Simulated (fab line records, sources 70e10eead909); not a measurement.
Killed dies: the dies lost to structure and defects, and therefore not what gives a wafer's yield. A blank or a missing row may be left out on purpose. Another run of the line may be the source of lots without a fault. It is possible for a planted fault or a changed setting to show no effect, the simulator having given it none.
Which tool is to blame? + flow nandHarc + 42 wafers from 14 lots sampled at 4 of the route's 1159 steps

WHAT THE GAUGES SHOWED, per wafer
Not one reading of a measure or inspect step in the record can be checked against a usual standard deviation.

EACH LOT AND THE TOOL THAT RAN IT (in order: tool; ch and the chambers of the sampled wafers; start)
| lot  | NHARC_A_CHANNEL_HOLE_D1_ETCH_22 | NHARC_A_CHANNEL_HOLE_D1_ETCH_24 | NHARC_A_CHANNEL_FILL_D1_ALD_14  | NHARC_A_CHANNEL_FILL_D1_ETCHBACK_19 |
|------|---------------------------------|---------------------------------|---------------------------------|-------------------------------------|
| L872 | harEtch-01 ch 0,1, day 8 08:05  | harEtch-01 ch 0,1, day 8 09:20  | aldHk-01 ch 1,2, day 8 22:51    | rieSi-06 ch 0,1,3, day 9 20:01      |
| L874 | harEtch-01 ch 0,1, day 8 18:47  | harEtch-01 ch 0,1, day 8 20:02  | aldHk-04 ch 0,1,2, day 9 12:44  | rieSi-03 ch 0,1, day 10 05:47       |
| L875 | harEtch-01 ch 0,1, day 8 23:26  | harEtch-01 ch 0,1, day 9 00:46  | aldHk-04 ch 0,1, day 9 16:17    | rieSi-01 ch 0,1, day 10 09:52       |
| L878 | harEtch-01 ch 0,1, day 9 16:24  | harEtch-01 ch 0,1, day 9 17:40  | aldHk-02 ch 1,2, day 10 03:28   | rieSi-03 ch 1,2,3, day 10 20:24     |
| L880 | harEtch-02 ch 0,1, day 10 03:06 | harEtch-02 ch 0,1, day 10 04:22 | aldHk-04 ch 0,1,2, day 10 15:05 | rieSi-06 ch 2,3, day 11 08:08       |
| L881 | harEtch-01 ch 0,1, day 10 03:46 | harEtch-01 ch 0,1, day 10 05:04 | aldHk-04 ch 2,3, day 10 15:18   | rieSi-03 ch 1,2,3, day 11 08:11     |
| L879 | harEtch-02 ch 0,1, day 10 07:14 | harEtch-02 ch 0,1, day 10 08:30 | aldHk-02 ch 0,1,3, day 10 19:18 | rieSi-01 ch 2,3, day 11 12:18       |
| L882 | harEtch-01 ch 0,1, day 10 23:14 | harEtch-01 ch 0,1, day 11 00:32 | aldHk-02 ch 0,1,2, day 11 11:11 | rieSi-03 ch 0,2, day 12 04:02       |
| L883 | harEtch-02 ch 0,1, day 11 00:44 | harEtch-02 ch 0,1, day 11 02:02 | aldHk-02 ch 1,2, day 11 11:22   | rieSi-06 ch 1,2,3, day 12 04:04     |
| L888 | harEtch-02 ch 1, day 12 13:24   | harEtch-02 ch 1, day 12 14:40   | aldHk-01 ch 0,3, day 13 01:20   | rieSi-03 ch 1,3, day 13 19:48       |
| L890 | harEtch-01 ch 0,1, day 12 22:28 | harEtch-01 ch 0,1, day 12 23:44 | aldHk-02 ch 0,2,3, day 13 10:28 | rieSi-03 ch 1,2,3, day 14 03:28     |
| L891 | harEtch-02 ch 0,1, day 12 23:59 | harEtch-02 ch 0,1, day 13 01:15 | aldHk-02 ch 0,1,2, day 13 10:41 | rieSi-01 ch 0,1,2, day 14 03:29     |
| L893 | harEtch-02 ch 0,1, day 13 07:14 | harEtch-02 ch 0,1, day 13 08:34 | aldHk-01 ch 2,3, day 13 19:32   | rieSi-01 ch 1,2,3, day 14 13:17     |
| L894 | harEtch-02 ch 1, day 14 04:08   | harEtch-02 ch 1, day 14 05:26   | aldHk-01 ch 0,2, day 14 19:21   | rieSi-06 ch 0,1,3, day 15 12:17     |
- NHARC_A_CHANNEL_HOLE_D1_ETCH_22: etches the open film in C4F8/O2/Ar, time 666.7 s, target depth 1600 nm.
- NHARC_A_CHANNEL_HOLE_D1_ETCH_24: etches the open film in C4F8/O2/Ar, time 906.2 s, target depth 1500 nm.
- NHARC_A_CHANNEL_FILL_D1_ALD_14: deposits SiO2, target thk 2.5 nm, pulse time 10 s, ald cycles 25.
- NHARC_A_CHANNEL_FILL_D1_ETCHBACK_19: etches the open film in HBr/Cl2, target depth 5 nm, time 1.7 s.

AS READ BY THE TOOLS THEMSELVES (means over the sampled wafers that have a number; for cases with no such wafer, the mark the record gives instead)
NHARC_A_CHANNEL_HOLE_D1_ETCH_22. Usual: drypumpMotorCurrentA 5.7 A, standard deviation 0.31; showerheadPlenumPTorr 3.75 Torr, standard deviation 0.054; tempC -20.03 C, standard deviation 0.1; throttleValvePct 32.155 %, standard deviation 0.0091.
| lot  | tool       | drypumpMotorCurrentA (A) | showerheadPlenumPTorr (Torr) | tempC (C) | throttleValvePct (%) | flag |
|------|------------|--------------------------|------------------------------|-----------|----------------------|------|
| L872 | harEtch-01 | 5.5                      | 3.82                         | -19.98    | 32.147               |      |
| L874 | harEtch-01 | 5.8                      | 3.82                         | -19.98    | 32.152               |      |
| L875 | harEtch-01 | 5.5                      | 3.82                         | -20.06    | 32.161               |      |
| L878 | harEtch-01 | 5.5                      | 3.82                         | -20.04    | 32.153               |      |
| L880 | harEtch-02 | 5.7                      | 3.71                         | -20.17    | 32.162               |      |
| L881 | harEtch-01 | 5.8                      | 3.81                         | -20.02    | 32.150               |      |
| L879 | harEtch-02 | 5.7                      | 3.71                         | -19.93    | 32.164               |      |
| L882 | harEtch-01 | 5.8                      | 3.81                         | -20.14    | 32.160               |      |
| L883 | harEtch-02 | 5.7                      | 3.70                         | -19.91    | 32.151               |      |
| L888 | harEtch-02 | 5.8                      | 3.70                         | -20.11    | 32.159               |      |
| L890 | harEtch-01 | 5.8                      | 3.80                         | -20.03    | 32.155               |      |
| L891 | harEtch-02 | 5.6                      | 3.70                         | -19.99    | 32.154               |      |
| L893 | harEtch-02 | 5.7                      | 3.69                         | -19.95    | 32.153               |      |
| L894 | harEtch-02 | 5.8                      | 3.68                         | -20.08    | 32.152               |      |

NHARC_A_CHANNEL_HOLE_D1_ETCH_24. Usual: drypumpMotorCurrentA 5.7 A, standard deviation 0.31; showerheadPlenumPTorr 3.75 Torr, standard deviation 0.054; tempC -19.98 C, standard deviation 0.1; throttleValvePct 32.236 %, standard deviation 0.009.
| lot  | tool       | drypumpMotorCurrentA (A) | showerheadPlenumPTorr (Torr) | tempC (C) | throttleValvePct (%) | flag |
|------|------------|--------------------------|------------------------------|-----------|----------------------|------|
| L872 | harEtch-01 | 5.6                      | 3.82                         | -19.93    | 32.236               |      |
| L874 | harEtch-01 | 5.8                      | 3.82                         | -20.02    | 32.234               |      |
| L875 | harEtch-01 | 5.5                      | 3.82                         | -19.90    | 32.233               |      |
| L878 | harEtch-01 | 5.6                      | 3.81                         | -20.06    | 32.232               |      |
| L880 | harEtch-02 | 5.7                      | 3.70                         | -20.01    | 32.236               |      |
| L881 | harEtch-01 | 5.8                      | 3.81                         | -19.94    | 32.231               |      |
| L879 | harEtch-02 | 5.7                      | 3.70                         | -19.99    | 32.241               |      |
| L882 | harEtch-01 | 5.8                      | 3.80                         | -19.92    | 32.237               |      |
| L883 | harEtch-02 | 5.7                      | 3.70                         | -19.95    | 32.226               |      |
| L888 | harEtch-02 | 5.8                      | 3.69                         | -20.07    | 32.239               |      |
| L890 | harEtch-01 | 5.8                      | 3.79                         | -19.93    | 32.234               |      |
| L891 | harEtch-02 | 5.6                      | 3.69                         | -20.09    | 32.235               |      |
| L893 | harEtch-02 | 5.7                      | 3.68                         | -19.97    | 32.239               |      |
| L894 | harEtch-02 | 5.8                      | 3.68                         | -19.81    | 32.243               |      |

NHARC_A_CHANNEL_FILL_D1_ALD_14. Usual: heaterPowerW 478 W, standard deviation 41; precursorPulseHeightRel 1.003, standard deviation 0.019.
| lot  | tool     | heaterPowerW (W) | precursorPulseHeightRel | flag |
|------|----------|------------------|-------------------------|------|
| L872 | aldHk-01 | 459              | 1.013                   |      |
| L874 | aldHk-04 | 490              | 0.990                   |      |
| L875 | aldHk-04 | 510              | 1.002                   |      |
| L878 | aldHk-02 | 509              | 1.007                   |      |
| L880 | aldHk-04 | 481              | 0.995                   |      |
| L881 | aldHk-04 | 476              | 1.002                   |      |
| L879 | aldHk-02 | 434              | 1.030                   |      |
| L882 | aldHk-02 | 465              | 1.004                   |      |
| L883 | aldHk-02 | 497              | 1.016                   |      |
| L888 | aldHk-01 | 477              | 1.012                   |      |
| L890 | aldHk-02 | 462              | 1.022                   |      |
| L891 | aldHk-02 | 461              | 1.007                   |      |
| L893 | aldHk-01 | 526              | 1.006                   |      |
| L894 | aldHk-01 | 457              | 0.990                   |      |

NHARC_A_CHANNEL_FILL_D1_ETCHBACK_19. Usual: drypumpMotorCurrentA 5.8 A, standard deviation 0.51; hbrFlowSccm 150.0 sccm, standard deviation 0.41; oesProductAu 1.000 a.u., standard deviation 0.0096; throttleValvePct 26.405 %, standard deviation 0.0094.
| lot  | tool     | drypumpMotorCurrentA (A) | hbrFlowSccm (sccm) | oesProductAu (a.u.) | throttleValvePct (%) | flag |
|------|----------|--------------------------|--------------------|---------------------|----------------------|------|
| L872 | rieSi-06 | 5.9                      | 149.9              | 0.997               | 26.405               |      |
| L874 | rieSi-03 | 5.9                      | 149.9              | 1.000               | 26.401               |      |
| L875 | rieSi-01 | 5.1                      | 150.0              | 1.004               | 26.411               |      |
| L878 | rieSi-03 | 5.9                      | 149.9              | 1.006               | 26.396               |      |
| L880 | rieSi-06 | 6.0                      | 150.3              | 0.993               | 26.401               |      |
| L881 | rieSi-03 | 5.9                      | 150.2              | 1.001               | 26.396               |      |
| L879 | rieSi-01 | 5.9                      | 150.1              | 0.987               | 26.412               |      |
| L882 | rieSi-03 | 6.0                      | 149.8              | 1.000               | 26.402               |      |
| L883 | rieSi-06 | 6.2                      | 150.1              | 1.003               | 26.400               |      |
| L888 | rieSi-03 | 6.1                      | 149.9              | 0.913               | 26.405               | OFF  |
| L890 | rieSi-03 | 5.9                      | 150.3              | 0.914               | 26.423               | OFF  |
| L891 | rieSi-01 | 5.4                      | 149.9              | 0.994               | 26.402               |      |
| L893 | rieSi-01 | 5.7                      | 150.1              | 1.007               | 26.401               |      |
| L894 | rieSi-06 | 5.9                      | 150.4              | 0.995               | 26.405               |      |

THE ANSWER, worked out from the rows above alone
Rule: a lot is off if the mean of its wafers that have a number lies more than 3 standard deviations from the usual mean. A lot without any number at a reading at which 4 lots or more have one is off too. All remaining lots with rows at the step are treated as sound. First the gauges in route order, then the tools' own readings, where a lot's mean is used as printed above. At the first step where some lot is off, the reading lying furthest off is the one used; lots without a number count as furthest.
Off at NHARC_A_CHANNEL_FILL_D1_ETCHBACK_19 (oesProductAu): L888, L890.
If a tool, at that step or one of the process steps before it, ran each lot that is off and ran no sound lot following the first of them, it fits. One candidate fits, namely rieSi-03 at NHARC_A_CHANNEL_FILL_D1_ETCHBACK_19. Its last sound lot is L882 (day 12 04:02), its first lot that is off L888 (day 13 19:48): a fault that began between those two fits.
The tool's own readings at NHARC_A_CHANNEL_FILL_D1_ETCHBACK_19 bear it out: on the lots that are off they differ by more than 5 times the standard deviation of the sound lots' means. oesProductAu reads 0.913 a.u. there against 0.999 a.u. on the sound lots.

WHAT WAS PUT IN BY THE SIMULATOR
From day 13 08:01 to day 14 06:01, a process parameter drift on rieSi-03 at NHARC_A_CHANNEL_FILL_D1_ETCHBACK_19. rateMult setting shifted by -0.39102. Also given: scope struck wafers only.
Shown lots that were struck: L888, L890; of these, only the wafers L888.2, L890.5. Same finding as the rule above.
